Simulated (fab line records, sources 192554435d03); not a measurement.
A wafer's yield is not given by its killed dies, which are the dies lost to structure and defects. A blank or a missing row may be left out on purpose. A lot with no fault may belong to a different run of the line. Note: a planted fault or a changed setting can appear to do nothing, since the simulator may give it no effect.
Chamber matching | flow n5Finfet | rieDiel-03 running N5_BEOL_M7_ETCH_65: 4 sister chambers
The step etches SiARC in CF4, target depth 15.6 nm, time 26 s. 20 wafers are shown with their chamber, then 10 later ones without.

WAFERS WITH THEIR CHAMBER
wafer  | chamber | showerheadPlenumPTorr (Torr) | drypumpMotorCurrentA (A) | throttleValvePct (%)
L074.2 | 2       | 2.06                         | 6.0                      | 15.72
L074.4 | 0       | 2.08                         | 5.9                      | 15.35
L074.6 | 2       | 2.06                         | 6.0                      | 15.73
L076.3 | 3       | 2.21                         | 5.6                      | 15.69
L076.5 | 1       | 2.14                         | 5.7                      | 15.44
L076.6 | 2       | 2.06                         | 6.0                      | 15.75
L078.1 | 3       | 2.21                         | 5.5                      | 15.70
L078.3 | 1       | 2.14                         | 5.7                      | 15.44
L078.4 | 0       | 2.08                         | 5.9                      | 15.36
L079.1 | 1       | 2.14                         | 5.7                      | 15.44
L079.3 | 3       | 2.21                         | 5.5                      | 15.73
L079.4 | 2       | 2.05                         | 6.0                      | 15.76
L082.4 | 2       | 2.05                         | 6.0                      | 15.75
L082.5 | 0       | 2.08                         | 5.9                      | 15.37
L082.6 | 1       | 2.14                         | 5.7                      | 15.46
L085.2 | 3       | 2.21                         | 5.5                      | 15.71
L085.3 | 1       | 2.14                         | 5.7                      | 15.46
L085.5 | 3       | 2.21                         | 5.5                      | 15.71
L084.3 | 0       | 2.08                         | 5.9                      | 15.40
L084.4 | 2       | 2.05                         | 6.0                      | 15.77

SIGNATURES (means of the wafers above)
reading               | chamber 0 | chamber 1 | chamber 2 | chamber 3 | scatter within a chamber
showerheadPlenumPTorr | 2.0800    | 2.1400    | 2.0550    | 2.2100    | 0.00306
drypumpMotorCurrentA  | 5.900     | 5.700     | 6.000     | 5.520     | 0.0224
throttleValvePct      | 15.3700   | 15.4480   | 15.7467   | 15.7080   | 0.0168
Rule: a wafer lies at a distance from a chamber equal to the root of the sum of squares, over the readings, of (its reading less the chamber's mean, divided by the reading's scatter). If the next closest chamber is less than 2 further off than the closest, the wafer can't be placed; otherwise it belongs to the closest. The scatter is the square root of a quotient: the sum, over the shown wafers, of each reading's squared deviation from its chamber's mean, divided by wafers minus chambers.

WAFERS WITH NO CHAMBER GIVEN
wafer  | showerheadPlenumPTorr (Torr) | drypumpMotorCurrentA (A) | throttleValvePct (%)
L084.5 | 2.21                         | 5.5                      | 15.74
L087.1 | 2.08                         | 5.9                      | 15.39
L087.3 | 2.05                         | 6.0                      | 15.76
L087.6 | 2.14                         | 5.7                      | 15.49
L091.3 | 2.21                         | 5.5                      | 15.74
L091.5 | 2.07                         | 5.9                      | 15.41
L091.6 | 2.21                         | 5.5                      | 15.75
L092.2 | 2.20                         | 5.5                      | 15.76
L092.3 | 2.05                         | 6.1                      | 15.79
L092.6 | 2.07                         | 5.9                      | 15.41

THE CHAMBER EACH PASSED THROUGH
wafer  | from the rows above | in truth
L084.5 | 3                   | 3
L087.1 | 0                   | 0
L087.3 | 2                   | 2
L087.6 | 1                   | 1
L091.3 | 3                   | 3
L091.5 | 0                   | 0
L091.6 | 3                   | 3
L092.2 | 3                   | 3
L092.3 | 2                   | 2
L092.6 | 0                   | 0
Correctly placed: 10 of 10. Not placeable from these rows: 0. Placed wrongly: 0.
